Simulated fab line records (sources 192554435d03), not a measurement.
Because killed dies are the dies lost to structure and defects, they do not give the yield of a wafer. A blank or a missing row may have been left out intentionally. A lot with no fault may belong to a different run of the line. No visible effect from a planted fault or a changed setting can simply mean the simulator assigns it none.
Chamber matching ; flow n5Finfet ; 4 sister chambers for N5_GATE_CUT_ETCH_37 on rieDiel-06
The step etches SOC in N2/H2, target depth 60 nm, overetch 12 nm, time 90 s. 4 wafers are shown with their chamber, then 10 later ones without.

## WAFERS, EACH WITH ITS CHAMBER
wafer;chamber;drypumpMotorCurrentA (A)
L085.2;0;5.6
L087.4;3;6.2
L088.2;1;5.6
L088.5;2;4.8

## WAFERS MISSING THEIR CHAMBER
wafer;drypumpMotorCurrentA (A)
L088.6;5.5
L091.1;5.6
L091.3;6.2
L091.5;4.8
L095.1;5.6
L095.2;5.6
L095.4;6.1
L097.1;6.2
L097.3;4.8
L097.5;5.5

## THE CHAMBER EACH PASSED THROUGH
wafer;from the rows above;in truth
L088.6;can't be placed: 0 or 1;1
L091.1;can't be placed: 0 or 1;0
L091.3;3;3
L091.5;2;2
L095.1;can't be placed: 0 or 1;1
L095.2;can't be placed: 0 or 1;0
L095.4;3;3
L097.1;3;3
L097.3;2;2
L097.5;can't be placed: 0 or 1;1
Placed correctly: 5 of 10. Cannot be placed on the basis of these rows: 5; the candidates contain the true chamber in 5. 0 placed wrongly.
How it was worked out, from the rows above alone: a wafer's distance from a chamber is the root of the sum, over the readings, of the square of ((its reading less the chamber's mean) divided by the reading's scatter). If the next closest chamber is less than 2 further off than the closest, the wafer can't be placed; otherwise it belongs to the closest. Each chamber's mean is taken over the wafers shown for it. The scatter: with one shown wafer a chamber, the root of the mean of the squares of how far each hidden wafer lies from its nearest shown one.
